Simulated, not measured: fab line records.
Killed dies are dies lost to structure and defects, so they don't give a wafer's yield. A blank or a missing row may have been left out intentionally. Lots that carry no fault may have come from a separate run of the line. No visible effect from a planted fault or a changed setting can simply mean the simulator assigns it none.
Split-lot study || flow n5 finfet || 21 wafers read from 7 lots, route of 1938 steps

## THE SPLIT ITSELF
At N5_MOL_CONTACT_COAG_COAT_76 (time 60 s, resist thk 10 nm), the setting spin rpm was moved away from the recipe's 1500 rpm on 3 of the 21 wafers read, by -10.5% to +4.9%. The other wafers ran this setting at the recipe's value.

## FROM THE SPLIT TO THE READING: what the file shows between them, 4 steps
- N5_MOL_CONTACT_COAG_COAT_77: time 60 s, resist thk 10 nm
- N5_MOL_CONTACT_COAG_COAT_78: resist thk 40 nm
- N5_MOL_CONTACT_COAG_DESCUM_88: chemistry O2, time 7 s
- N5_MOL_CONTACT_COAG_ETCH_89: etches underlayer in N2/H2, target depth 13 nm, time 10.4 s

## THE READING
etch.depth nm (the simulator's own value, which no gauge read), in nm, at N5_MOL_CONTACT_COAG_ETCH_90 (etches SiARC in CF4, target depth 13 nm, time 21.7 s). There is no usual value for it anywhere in the file. The 18 wafers here that ran the recipe average 9.971 nm, standard deviation 0.023 nm.

{"wafer": "L076.1", "tool, chamber at the split": "litho track-04, 0", "spin rpm as run, rpm": 1573, "against the recipe": "+4.9%", "etch.depth nm, nm": 9.709, "against lot-mates on the recipe": -0.248}
{"wafer": "L076.3", "tool, chamber at the split": "litho track-04, 0", "spin rpm as run, rpm": 1573, "against the recipe": "+4.9%", "etch.depth nm, nm": 9.728, "against lot-mates on the recipe": -0.229}
{"wafer": "L076.6", "tool, chamber at the split": "litho track-04, 0", "spin rpm as run, rpm": 1500, "against the recipe": "recipe", "etch.depth nm, nm": 9.957, "against lot-mates on the recipe": "-"}
{"wafer": "L080.2", "tool, chamber at the split": "litho track-03, 0", "spin rpm as run, rpm": 1500, "against the recipe": "recipe", "etch.depth nm, nm": 9.99, "against lot-mates on the recipe": "-"}
{"wafer": "L080.4", "tool, chamber at the split": "litho track-03, 0", "spin rpm as run, rpm": 1343, "against the recipe": "-10.5%", "etch.depth nm, nm": 10.53, "against lot-mates on the recipe": "+0.553"}
{"wafer": "L080.6", "tool, chamber at the split": "litho track-03, 0", "spin rpm as run, rpm": 1500, "against the recipe": "recipe", "etch.depth nm, nm": 9.964, "against lot-mates on the recipe": "-"}
{"wafer": "L079.2", "tool, chamber at the split": "litho track-04, 0", "spin rpm as run, rpm": 1500, "against the recipe": "recipe", "etch.depth nm, nm": 9.928, "against lot-mates on the recipe": "-"}
{"wafer": "L079.3", "tool, chamber at the split": "litho track-04, 0", "spin rpm as run, rpm": 1500, "against the recipe": "recipe", "etch.depth nm, nm": 9.909, "against lot-mates on the recipe": "-"}
{"wafer": "L079.5", "tool, chamber at the split": "litho track-04, 0", "spin rpm as run, rpm": 1500, "against the recipe": "recipe", "etch.depth nm, nm": 9.966, "against lot-mates on the recipe": "-"}
{"wafer": "L084.3", "tool, chamber at the split": "litho track-04, 0", "spin rpm as run, rpm": 1500, "against the recipe": "recipe", "etch.depth nm, nm": 9.986, "against lot-mates on the recipe": "-"}
{"wafer": "L084.4", "tool, chamber at the split": "litho track-04, 0", "spin rpm as run, rpm": 1500, "against the recipe": "recipe", "etch.depth nm, nm": 9.995, "against lot-mates on the recipe": "-"}
{"wafer": "L084.6", "tool, chamber at the split": "litho track-04, 0", "spin rpm as run, rpm": 1500, "against the recipe": "recipe", "etch.depth nm, nm": 10, "against lot-mates on the recipe": "-"}
{"wafer": "L088.2", "tool, chamber at the split": "litho track-04, 0", "spin rpm as run, rpm": 1500, "against the recipe": "recipe", "etch.depth nm, nm": 9.973, "against lot-mates on the recipe": "-"}
{"wafer": "L088.4", "tool, chamber at the split": "litho track-04, 0", "spin rpm as run, rpm": 1500, "against the recipe": "recipe", "etch.depth nm, nm": 9.969, "against lot-mates on the recipe": "-"}
{"wafer": "L088.6", "tool, chamber at the split": "litho track-04, 0", "spin rpm as run, rpm": 1500, "against the recipe": "recipe", "etch.depth nm, nm": 9.986, "against lot-mates on the recipe": "-"}
{"wafer": "L094.1", "tool, chamber at the split": "litho track-04, 0", "spin rpm as run, rpm": 1500, "against the recipe": "recipe", "etch.depth nm, nm": 9.968, "against lot-mates on the recipe": "-"}
{"wafer": "L094.5", "tool, chamber at the split": "litho track-04, 0", "spin rpm as run, rpm": 1500, "against the recipe": "recipe", "etch.depth nm, nm": 9.968, "against lot-mates on the recipe": "-"}
{"wafer": "L094.3", "tool, chamber at the split": "litho track-04, 0", "spin rpm as run, rpm": 1500, "against the recipe": "recipe", "etch.depth nm, nm": 9.963, "against lot-mates on the recipe": "-"}
{"wafer": "L097.1", "tool, chamber at the split": "litho track-03, 0", "spin rpm as run, rpm": 1500, "against the recipe": "recipe", "etch.depth nm, nm": 9.991, "against lot-mates on the recipe": "-"}
{"wafer": "L097.2", "tool, chamber at the split": "litho track-03, 0", "spin rpm as run, rpm": 1500, "against the recipe": "recipe", "etch.depth nm, nm": 9.992, "against lot-mates on the recipe": "-"}
{"wafer": "L097.6", "tool, chamber at the split": "litho track-03, 0", "spin rpm as run, rpm": 1500, "against the recipe": "recipe", "etch.depth nm, nm": 9.98, "against lot-mates on the recipe": "-"}

THE FIT
A straight line over all 21 wafers: etch.depth nm changes by -0.0529 nm for each +1% of spin rpm; r = -0.99; the points scatter about the line by 0.022 nm.
The same after taking each lot's own level away (the mean of its wafers on the recipe; 21 wafers): -0.0517 nm for each +1%; r = -1.00; scatter 0.013 nm.
On that fit, the largest move of spin rpm shifts the reading by 0.54 nm.
Across the lots, their own levels run from 9.9343 to 9.9937 nm, a range of 2.6 times the standard deviation given above.
Hence the lot-to-lot level has little effect on the slope; both slopes agree.
Check: with one of the wafers moved furthest among these (-10.5%) left out of the fit, the line predicts +0.513 nm for it against its lot-mates. Against them it came out at +0.553 nm.

## OTHER SPLITS ON THESE WAFERS
Other splits were also applied to these wafers ahead of the reading. Each is held against what the fit with the lots' levels taken away leaves over:
{"other split on the same wafers": "N5_MOL_CONTACT_COAG_ALD_27 ald cycles", "wafers away from the commonest value": 8, "r with etch.depth nm (lot level and that fit taken away)": -0.29}

## THE FILE'S OWN FIT
etch.depth nm changes by -0.0518 nm for each +1% of spin rpm, r = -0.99.
